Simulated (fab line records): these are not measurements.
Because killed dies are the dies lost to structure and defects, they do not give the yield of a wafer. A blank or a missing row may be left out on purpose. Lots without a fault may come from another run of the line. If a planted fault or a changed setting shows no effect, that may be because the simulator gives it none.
Which tool did it? ; flow n5_finfet ; 9 lots, 23 wafers sampled, at 3 steps of a route of 1938

## WHAT THE GAUGES SHOWED, per wafer
N5_BEOL_M11_THK_MEAS_53: measures by xrf.
lot;measured;on;M11_THK (nm)
L954;day 10 16:38;film_metro-01;147.0 137.2
L960;day 11 22:01;film_metro-01;142.4 139.1 142.1
L962;day 12 05:40;film_metro-02;134.8 139.4 136.9
L963;day 12 17:34;film_metro-01;259.5 262.3
L964;day 12 22:08;film_metro-01;273.4 245.9
L966;day 13 20:22;film_metro-01;138.6 139.0 139.2
L969;day 14 06:01;film_metro-01;137.7 265.6
L974;day 17 06:50;film_metro-01;138.4 136.9 138.8
L976;day 17 08:17;film_metro-01;137.1 138.1 136.9

## WHICH TOOL RAN EACH LOT (tool, then ch and the chambers of the sampled wafers, then the start)
lot;N5_BEOL_M11_ETCH_66;N5_BEOL_M11_CMP_52
L954;rie_diel-06 ch 0,3, day 10 11:17;cmp-01 ch 0,2, day 10 16:23
L960;rie_diel-04 ch 1,2,3, day 11 19:07;cmp-01 ch 0,1,3, day 11 21:48
L962;rie_diel-02 ch 1,3, day 12 02:04;cmp-01 ch 0,1,2, day 12 05:25
L963;rie_diel-06 ch 0, day 12 14:58;cmp-01 ch 0,2, day 12 17:23
L964;rie_diel-02 ch 0,3, day 12 18:14;cmp-01 ch 0,2, day 12 21:55
L966;rie_diel-04 ch 1,3, day 13 17:54;cmp-04 ch 0,1,2, day 13 20:06
L969;rie_diel-04 ch 0,3, day 14 02:49;cmp-01 ch 0,1, day 14 05:46
L974;rie_diel-02 ch 1,3, day 17 04:01;cmp-04 ch 1,2, day 17 06:32
L976;rie_diel-04 ch 0,1, day 17 04:19;cmp-04 ch 1,2,3, day 17 08:06
- N5_BEOL_M11_ETCH_66: etches SOC in N2/H2, target depth 120 nm, overetch 24 nm, time 180 s.
- N5_BEOL_M11_CMP_52: polishes, stops on SiCOH lowk, t overpolish 7 s, target thk 140 nm.

## THE ANSWER, worked out from the rows above alone
Rule: usual is defined by the lots themselves. Put in order of their means at a reading, lots are off if they are a third of the lots or fewer, leave a main group of 4 or more, and stand apart from it by a gap of 3 or more times the standard deviation of the main group's means; of several such gaps the widest counts. The tables above print the reading to a certain number of digits; a main group whose means all agree to those digits is not used. Also off: a lot with no number at a reading for which 4 or more lots have one. All remaining lots with rows at the step are treated as sound.
Off: L963, L964, L969, seen at N5_BEOL_M11_THK_MEAS_53 (M11_THK). Main group: mean 139.1 nm, sd 1.9.
A tool fits if, at a process step before that reading, it ran every lot that is off, and no sound lot after the first of them. Gauges at N5_BEOL_M11_THK_MEAS_53: tried the same way as those tools. One fits: cmp-01 at N5_BEOL_M11_CMP_52. Its last sound lot is L962 (day 12 05:25), its first lot that is off L963 (day 12 17:23): a fault that began between those two fits.

## WHAT WAS PUT IN BY THE SIMULATOR
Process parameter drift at N5_BEOL_M11_CMP_52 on cmp-01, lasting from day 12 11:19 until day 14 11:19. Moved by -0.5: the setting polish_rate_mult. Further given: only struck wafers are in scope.
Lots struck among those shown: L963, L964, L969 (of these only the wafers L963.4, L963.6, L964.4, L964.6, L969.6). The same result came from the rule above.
